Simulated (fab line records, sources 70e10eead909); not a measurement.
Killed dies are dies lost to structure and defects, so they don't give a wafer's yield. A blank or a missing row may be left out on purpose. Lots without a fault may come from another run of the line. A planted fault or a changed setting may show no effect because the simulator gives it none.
A struck lot beside a sound one | flow nand_harc | 42 steps out of a route of 1302
Sound: wafers L490.1, L490.2, L490.4. Struck: wafers L502.1, L502.3, L502.6. The cause comes at the end.
At each step with rows: each side's tool, then ch and its chambers, then its first start. Under that, the readings that differ: sound wafers | struck wafers | difference of the means | sigmas: that difference in standard deviations of wafers without a fault.
alike: readings whose means differ by less than 2 such deviations, and words and numbers that are the same on both sides. not compared: withheld readings, readings that some wafer has no value for, bounds like >300 that may hide the same value, and numbers for which the record gives no deviation and whose values overlap.
The two part at a step that has a row with sigmas, a row that says differs or no value, or rows on one side only. Numbers that don't overlap but have no deviation are shown without sigmas and don't part them. A reading that every wafer of one side lacks parts them only if that side has two wafers or more.

first, 4 steps without rows for these wafers: NHARC_A_CHANNEL_HOLE_D1_STRIP_41 (strips in N2/H2); NHARC_A_CHANNEL_HOLE_D1_STRIP_42 (strips in CF4/CHF3); NHARC_A_CHANNEL_HOLE_D1_STRIP_43 (strips in O2/COS); NHARC_A_CHANNEL_HOLE_D1_ETCH_44 (etches the open film in CF4/O2, target depth 140 nm, overetch 14 nm, time 77 s).
NHARC_A_CHANNEL_HOLE_D1_STRIP_27: strips in O2.
  sound on rie_diel-01 ch 0,2,3; struck on rie_diel-07 ch 1,2,3
  alike: drypump_motor_current_A, oes_product_au, rf_vpp_V, showerhead_plenum_p_Torr, throttle_valve_pct
  not compared: rf_hours_counter_h
then, 2 steps without rows for these wafers: NHARC_A_CHANNEL_HOLE_D1_PRECLEAN_28 (cleans in SC1); NHARC_A_CHANNEL_HOLE_D1_SRD_29.
NHARC_A_CHANNEL_HOLE_D1_CD_MEAS_30:
  sound on cd_sem-03, day 12 01:13; struck on cd_sem-01, day 17 08:36
  alike: cd_nm
then, 1 step without rows for these wafers: NHARC_A_CHANNEL_HOLE_D1_XSEM_31.
NHARC_A_CHANNEL_HOLE_D1_INSPECT_40:
  sound on defect_inspect-02, day 12 01:24; struck on defect_inspect-01, day 17 08:47
  alike: raw_defect_count
then, 2 steps without rows for these wafers: NHARC_A_CHANNEL_FILL_D1_PRECLEAN_00 (cleans in SC1); NHARC_A_CHANNEL_FILL_D1_SRD_01.
NHARC_A_CHANNEL_FILL_D1_ALD_02: deposits SiO2, target thk 6 nm, pulse time 10 s, ald cycles 60.
  sound on ald_hk-03 ch 0,2,3, day 12 01:35; struck on ald_hk-01 ch 1,2,3, day 17 08:59
  reading    | sound    | struck   | difference | sigmas
  ald_cycles | 60 60 60 | 48 48 48 | -12        |
  alike: heater_power_outer_w, heater_power_w, precursor_pulse_height_rel, susceptor_temp_C
then, 3 steps without rows for these wafers: NHARC_A_CHANNEL_FILL_D1_ALD_03 (deposits SiNx, target thk 6 nm, pulse time 60 s, ald cycles 58); NHARC_A_CHANNEL_FILL_D1_ALD_14 (deposits SiO2, target thk 2.5 nm, pulse time 10 s, ald cycles 25); NHARC_A_CHANNEL_FILL_D1_ALD_15 (deposits SiNx, target thk 2 nm, pulse time 60 s, ald cycles 19).
NHARC_A_CHANNEL_FILL_D1_ALD_16: deposits SiO2, target thk 1.5 nm, pulse time 10 s, ald cycles 15.
  sound on ald_hk-03 ch 1,2,3, day 12 14:10; struck on ald_hk-03 ch 1,2, day 17 21:13
  alike: ald_cycles, heater_power_outer_w, heater_power_w, precursor_pulse_height_rel, susceptor_temp_C
then, 3 steps without rows for these wafers: NHARC_A_CHANNEL_FILL_D1_ANNEAL_17 (time 1800 s); NHARC_A_CHANNEL_FILL_D1_CVD_18 (deposits poly-Si, target thk 3 nm); NHARC_A_CHANNEL_FILL_D1_ETCHBACK_19 (etches the open film in HBr/Cl2, target depth 5 nm, time 1.7 s).
NHARC_A_CHANNEL_FILL_D1_ETCHBACK_20: etches the open film in C4F8/O2/Ar, target depth 27 nm, time 13.5 s.
  sound on rie_diel-11 ch 0,1,2, day 13 03:32; struck on rie_diel-11 ch 2,3, day 18 09:49
  reading               | sound          | struck         | difference | sigmas
  oes_product_au (a.u.) | 0.98 0.99 1.01 | 0.92 0.91 0.90 | -0.08      | -2
  alike: rf_vpp_V
  not compared: rf_hours_counter_h
then, 5 steps without rows for these wafers: NHARC_A_CHANNEL_FILL_D1_STRIP_28 (strips in O2, time 20 s); NHARC_A_CHANNEL_FILL_D1_PRECLEAN_21 (cleans in dHF, time 30 s); NHARC_A_CHANNEL_FILL_D1_SRD_23; NHARC_A_CHANNEL_FILL_D1_CVD_05 (deposits poly-Si, target thk 5 nm); NHARC_A_CHANNEL_FILL_D1_ANNEAL_22 (time 7200 s).
NHARC_A_CHANNEL_FILL_D1_THK_MEAS_06: measures by ellipsometry.
  sound on film_metro-02, day 13 15:29; struck on film_metro-01, day 18 21:45
  alike: thk_nm
then, 6 steps without rows for these wafers: NHARC_A_CHANNEL_FILL_D1_ALD_25 (deposits SiOx, target thk 60 nm, pulse time 10 s, ald cycles 600); NHARC_A_CHANNEL_FILL_D1_ETCHBACK_08 (etches the open film in C4F8, target depth 220 nm, time 110 s); NHARC_A_CHANNEL_FILL_D1_STRIP_29 (strips in O2, time 20 s); NHARC_A_CHANNEL_FILL_D1_PRECLEAN_30 (cleans in dHF, time 30 s); NHARC_A_CHANNEL_FILL_D1_SRD_31; NHARC_A_CHANNEL_FILL_D1_CVD_09 (deposits poly-Si, target thk 150 nm, time 3000 s).
NHARC_A_CHANNEL_FILL_D1_CMP_10: polishes, target thk 150 nm.
  sound on cmp-01 ch 1,2,3, day 14 02:57; struck on cmp-02 ch 0,3, day 19 09:05
  alike: motor_current_A, slurry_filter_dp_kPa, time_to_endpoint_s
then, 1 step without rows for these wafers: NHARC_A_CHANNEL_FILL_D1_SRD_12.
NHARC_A_CHANNEL_FILL_D1_INSPECT_13:
  sound on defect_inspect-02, day 14 03:22; struck on defect_inspect-02, day 19 09:28
  alike: raw_defect_count
NHARC_A_DECK1_JOINT_ETCHBACK_07: etches the open film in HBr, target depth 105 nm, time 26.9 s.
  sound on rie_si-04 ch 0,1,2, day 14 03:26; struck on rie_si-04 ch 2,3, day 19 09:32
  alike: drypump_motor_current_A, oes_product_au, throttle_valve_pct
  not compared: rf_hours_counter_h
then, 3 steps without rows for these wafers: NHARC_A_DECK1_JOINT_ETCH_25 (etches SiO2 in dHF, target depth 0.5 nm); NHARC_A_DECK1_JOINT_ETCH_19 (etches poly-Si in TMAH, target depth 3 nm); NHARC_A_DECK1_JOINT_ETCH_18 (etches SiO2 in dHF, target depth 3 nm).
-- the record jumps here: 13 days lie between the struck wafers' starts before and after (it left off in module A_DECK1_JOINT and takes up again in module END, whose first step shown is number 1301 of the route) --
NHARC_END_WLT_00:
  sound on prober-01, day 27 14:01; struck on prober-02, day 32 18:00
  reading                           | sound             | struck            | difference | sigmas
  VT_DECK1_MEDIAN_NEAR_BOTTOM_INNER | 0.878 0.879 0.856 | 0.858 0.849 0.854 | -0.017     | -2
  VT_DECK1_MIDDLE                   | 0.881 0.880 0.882 | 0.864 0.864 0.863 | -0.017     | -3
  VT_DECK1_MIDDLE_INNER             | 0.886 0.881 0.883 | 0.862 0.864 0.869 | -0.018     | -3
  VT_DECK1_TOP                      | 0.894 0.888 0.889 | 0.869 0.869 0.875 | -0.019     | -3
  alike: VT_DECK1_BOTTOM, VT_DECK1_BOTTOM_INNER, VT_DECK1_MEDIAN_NEAR_BOTTOM, VT_DECK1_TOP_INNER, VT_DECK2_BOTTOM, VT_DECK2_BOTTOM_INNER, VT_DECK2_MEDIAN_NEAR_BOTTOM, VT_DECK2_MEDIAN_NEAR_BOTTOM_INNER, VT_DECK2_MIDDLE, VT_DECK2_MIDDLE_INNER, VT_DECK2_TOP, VT_DECK2_TOP_INNER
NHARC_END_SORT_01:
  the record has rows for the sound wafers here (prober-01 ch 0, day 27 17:01) and none for the struck ones

WHERE THEY PART
First at NHARC_A_CHANNEL_FILL_D1_ETCHBACK_20; last, within this record, at NHARC_END_SORT_01.

WHY: what the simulator had put in
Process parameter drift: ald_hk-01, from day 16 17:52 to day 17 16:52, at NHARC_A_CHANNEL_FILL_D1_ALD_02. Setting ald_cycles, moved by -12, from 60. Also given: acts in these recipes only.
